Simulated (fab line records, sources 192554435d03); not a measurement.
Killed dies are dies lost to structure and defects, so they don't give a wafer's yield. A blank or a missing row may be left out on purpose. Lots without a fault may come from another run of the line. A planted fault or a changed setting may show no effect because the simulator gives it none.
Split-lot experiment | flow n5_finfet | 7 lots, 21 wafers read, on a route of 1938 steps

THE SPLIT
At N5_SDB_COAT_05 (resist thk 90 nm), the setting spin_rpm was moved away from the recipe's 1500 rpm on 7 of the 21 wafers read, by -5.0% to +8.6%. The other wafers ran this setting at the recipe's value.

FROM THE SPLIT TO THE READING: what the file shows between them, 4 steps
- N5_SDB_EBR_07
- N5_SDB_SOFTBAKE_06: time 60 s
- N5_SDB_EXPOSE_08: exposes mask SDB
- N5_SDB_PEB_09: peb time 60 s

THE READING
CAR-ArF_of_SDB_COAT_05.thk_nm (the simulator's own value, which no gauge read), in nm, at N5_SDB_DEVELOP_10 (develop time 30 s). The file gives no usual value for it. The 14 wafers here that ran the recipe average 88.4 nm, standard deviation 0.27 nm.

wafer  | tool, chamber at the split | spin_rpm as run, rpm | against the recipe | CAR-ArF_of_SDB_COAT_05.thk_nm, nm | against lot-mates on the recipe
L076.1 | litho_track-03, 0          | 1500                 | recipe             | 89                                | -
L076.3 | litho_track-03, 0          | 1581                 | +5.4%              | 86.6                              | -2.4
L076.5 | litho_track-03, 0          | 1581                 | +5.4%              | 86.2                              | -2.8
L088.2 | litho_track-02, 0          | 1500                 | recipe             | 88.2                              | -
L088.3 | litho_track-02, 0          | 1500                 | recipe             | 88.2                              | -
L088.4 | litho_track-02, 0          | 1500                 | recipe             | 88.2                              | -
L089.2 | litho_track-02, 0          | 1500                 | recipe             | 88.4                              | -
L089.3 | litho_track-02, 0          | 1500                 | recipe             | 88.2                              | -
L089.4 | litho_track-02, 0          | 1500                 | recipe             | 88.6                              | -
L091.1 | litho_track-05, 0          | 1500                 | recipe             | 88.2                              | -
L091.4 | litho_track-05, 0          | 1500                 | recipe             | 88.2                              | -
L091.6 | litho_track-05, 0          | 1500                 | recipe             | 88.2                              | -
L092.1 | litho_track-03, 0          | 1500                 | recipe             | 88.6                              | -
L092.3 | litho_track-03, 0          | 1500                 | recipe             | 88.8                              | -
L092.6 | litho_track-03, 0          | 1629                 | +8.6%              | 84.6                              | -4.1
L095.1 | litho_track-02, 0          | 1500                 | recipe             | 88                                | -
L095.4 | litho_track-02, 0          | 1623                 | +8.2%              | 84.8                              | -3.2
L095.6 | litho_track-02, 0          | 1623                 | +8.2%              | 84.6                              | -3.4
L096.1 | litho_track-02, 0          | 1500                 | recipe             | 88.2                              | -
L096.3 | litho_track-02, 0          | 1425                 | -5.0%              | 90.6                              | +2.4
L096.4 | litho_track-02, 0          | 1425                 | -5.0%              | 90.8                              | +2.6

THE FIT
A straight line over all 21 wafers: CAR-ArF_of_SDB_COAT_05.thk_nm changes by -0.436 nm for each +1% of spin_rpm; r = -0.99; the points scatter about the line by 0.28 nm.
The same after taking each lot's own level away (the mean of its wafers on the recipe; 21 wafers): -0.453 nm for each +1%; r = -0.99; scatter 0.2 nm.
On that fit, the largest move of spin_rpm shifts the reading by 3.9 nm.
The lots' own levels span 88.00 to 89.00 nm, that is 3.6 times the standard deviation above.
So the lot-to-lot level changes the slope little: the two slopes agree.
Check: with one of the wafers moved furthest among these (+8.6%) left out of the fit, the line predicts -3.78 nm for it against its lot-mates. It came out at -4.1 nm against them.

OTHER SPLITS ON THESE WAFERS
These wafers also went through other splits before the reading. Each is held against what the fit with the lots' levels taken away leaves over:
other split on the same wafers          | wafers away from the commonest value | r with CAR-ArF_of_SDB_COAT_05.thk_nm (lot level and that fit taken away)
N5_ZERO_LAYER_EXPOSE_08 dose_mj         | 8                                    | +0.22
N5_ZERO_LAYER_DEVELOP_10 develop_time_s | 8                                    | +0.19
N5_SD_EPI_N_COAT_33 spin_rpm            | 8                                    | -0.14
N5_SD_EPI_N_EXPOSE_06 dose_mj           | 8                                    | +0.61
N5_ILD0_CMP_03 down_force_psi           | 6                                    | +0.15

THE WHOLE CHAIN: every reading that the file lists as answering this split, in the file's order
step              | what it does      | reading                                                                        | change (the file's fit)               | r (the file's)
N5_SDB_COAT_05    | resist thk 90 nm  | CAR-ArF_of_SDB_COAT_05.thk_nm (the simulator's own value, which no gauge read) | -0.45 nm for each +1% of the setting  | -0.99
N5_SDB_DEVELOP_10 | develop time 30 s | CAR-ArF_of_SDB_COAT_05.thk_nm (the simulator's own value, which no gauge read) | -0.455 nm for each +1% of the setting | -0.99

THE FILE'S OWN FIT
CAR-ArF_of_SDB_COAT_05.thk_nm changes by -0.455 nm for each +1% of spin_rpm, r = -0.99.
